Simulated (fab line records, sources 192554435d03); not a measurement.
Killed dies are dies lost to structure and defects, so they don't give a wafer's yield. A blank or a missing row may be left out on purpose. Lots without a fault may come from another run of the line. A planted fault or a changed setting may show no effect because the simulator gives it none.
A struck lot beside a sound one | flow n5_finfet | 38 steps out of a route of 1938
Sound: wafers L524.1, L524.3, L524.5. Struck: wafers L538.3, L538.4, L538.5. The cause comes at the end.
At each step with rows: each side's tool, then ch and its chambers, then its first start. Under that, the readings that differ: sound wafers | struck wafers | difference of the means | sigmas: that difference in standard deviations of wafers without a fault.
alike: readings whose means differ by less than 2 such deviations, and words and numbers that are the same on both sides. not compared: withheld readings, readings that some wafer has no value for, bounds like >300 that may hide the same value, and numbers for which the record gives no deviation and whose values overlap.
The two part at a step that has a row with sigmas, a row that says differs or no value, or rows on one side only. Numbers that don't overlap but have no deviation are shown without sigmas and don't part them. A reading that every wafer of one side lacks parts them only if that side has two wafers or more.

first, 9 steps without rows for these wafers: N5_BEOL_M3_ANNEAL_95 (time 240 s); N5_BEOL_M3_SPUTTER_96 (material Cu, target thk 4.5 nm, time 8.29 s); N5_BEOL_M3_ECD_50 (material Cu, target thk 300 nm); N5_BEOL_M3_ANNEAL_51 (time 90 s); N5_BEOL_M3_CMP_52 (polishes, stops on SiOC, t overpolish 6.8 s, target thk 40 nm); N5_BEOL_M3_PRE_CLEAN_60 (time 15 s); N5_BEOL_M3_CO_CAP_55 (material Co, precursor CCTBA/H2, target thk 2 nm, time 102.1 s); N5_BEOL_M3_PRE_CLEAN_56 (time 15 s); N5_BEOL_M3_DEP_57 (deposits SiCN from 3MS/NH3, target thk 8 nm, time 14 s).
N5_BEOL_M4_ILD_DEP_00: deposits SiOC from DEMS/O2, target thk 79 nm, time 15.3 s.
  sound on pecvd-01 ch 0,2, day 8 03:16; struck on pecvd-01 ch 1,2, day 11 11:56
  reading                                      | sound          | struck            | difference | sigmas
  model.SiOC_of_BEOL_M4_ILD_DEP_00.thk_nm (nm) | 77.6 79.4 79.4 | 142.2 145.8 145.6 | +65.7      |
  alike: heater_power_w, showerhead_plenum_p_Torr, throttle_valve_pct
N5_BEOL_M4_THK_MEAS_01:
  sound on film_metro-02, day 8 03:21; struck on film_metro-01, day 11 12:00
  reading         | sound          | struck            | difference | sigmas
  M4_ILD_THK (nm) | 77.7 79.3 79.4 | 142.1 145.8 145.5 | +65.7      | +66
then, 24 steps without rows for these wafers: N5_BEOL_M4_PECVD_72 (deposits SiO2 from TEOS/O2, target thk 16 nm, time 18 s); N5_BEOL_M4_HM_DEP_02 (deposits TiN, target thk 20 nm); N5_BEOL_M4_COAT_61 (time 60 s, resist thk 60 nm); N5_BEOL_M4_COAT_62 (time 60 s, resist thk 12 nm); N5_BEOL_M4_COAT_73 (time 60 s, resist thk 5 nm); N5_BEOL_M4_COAT_05 (resist thk 30 nm); N5_BEOL_M4_EBR_07; N5_BEOL_M4_SOFTBAKE_06 (time 60 s); N5_BEOL_M4_EXPOSE_08 (exposes mask M4); N5_BEOL_M4_PEB_09 (peb time 60 s); N5_BEOL_M4_DEVELOP_10 (develop time 30 s); N5_BEOL_M4_DESCUM_16 (chemistry O2, time 7 s); N5_BEOL_M4_ETCH_74 (etches underlayer in N2/H2, target depth 6.5 nm, time 5.2 s); N5_BEOL_M4_ETCH_63 (etches SiARC in CF4, target depth 15.6 nm, time 26 s); N5_BEOL_M4_ETCH_64 (etches SOC in N2/H2, target depth 75 nm, overetch 22.5 nm, time 121.9 s); N5_BEOL_M4_STRIP_65 (strips in N2/H2); N5_BEOL_M4_STRIP_75 (strips in N2/H2); N5_BEOL_M4_STRIP_66 (strips in CF4); N5_BEOL_M4_HM_OPEN_17 (chemistry Cl2/BCl3, target TiN, target depth 20 nm, overetch 6 nm); N5_BEOL_M4_STRIP_19 (strips in O2); N5_BEOL_M4_COAT_67 (time 60 s, resist thk 60 nm); N5_BEOL_M4_COAT_68 (time 60 s, resist thk 12 nm); N5_BEOL_M4_COAT_76 (time 60 s, resist thk 5 nm); N5_BEOL_M4_COAT_22 (resist thk 30 nm).
N5_BEOL_M4_CMP_52: polishes, stops on SiOC, t overpolish 6.8 s, target thk 40 nm.
  sound on cmp-01 ch 0,2, day 8 12:33; struck on cmp-01 ch 0,2, day 11 21:22
  reading                                      | sound          | struck            | difference | sigmas
  model.SiOC_of_BEOL_M4_ILD_DEP_00.thk_nm (nm) | 74.6 76.4 76.4 | 139.2 142.8 142.6 | +65.7      |
  alike: edge_zone_pressure_frac, motor_current_A, slurry_flow_ml_min
N5_BEOL_M4_RC_MEAS_101:
  the record has rows for the sound wafers here (prober-02 ch 0, day 8 13:09) and none for the struck ones
-- the record jumps here: 5 days lie between the struck wafers' starts before and after (it left off in module BEOL_M4 and takes up again in module PASSIVATION, whose first step shown is number 1936 of the route) --
N5_PASSIVATION_PROBE_49:
  the record has rows for the struck wafers here (prober-01, day 16 09:49) and none for the sound ones

WHERE THEY PART
First at N5_BEOL_M4_THK_MEAS_01; last, within this record, at N5_PASSIVATION_PROBE_49.

WHY: what the simulator had put in
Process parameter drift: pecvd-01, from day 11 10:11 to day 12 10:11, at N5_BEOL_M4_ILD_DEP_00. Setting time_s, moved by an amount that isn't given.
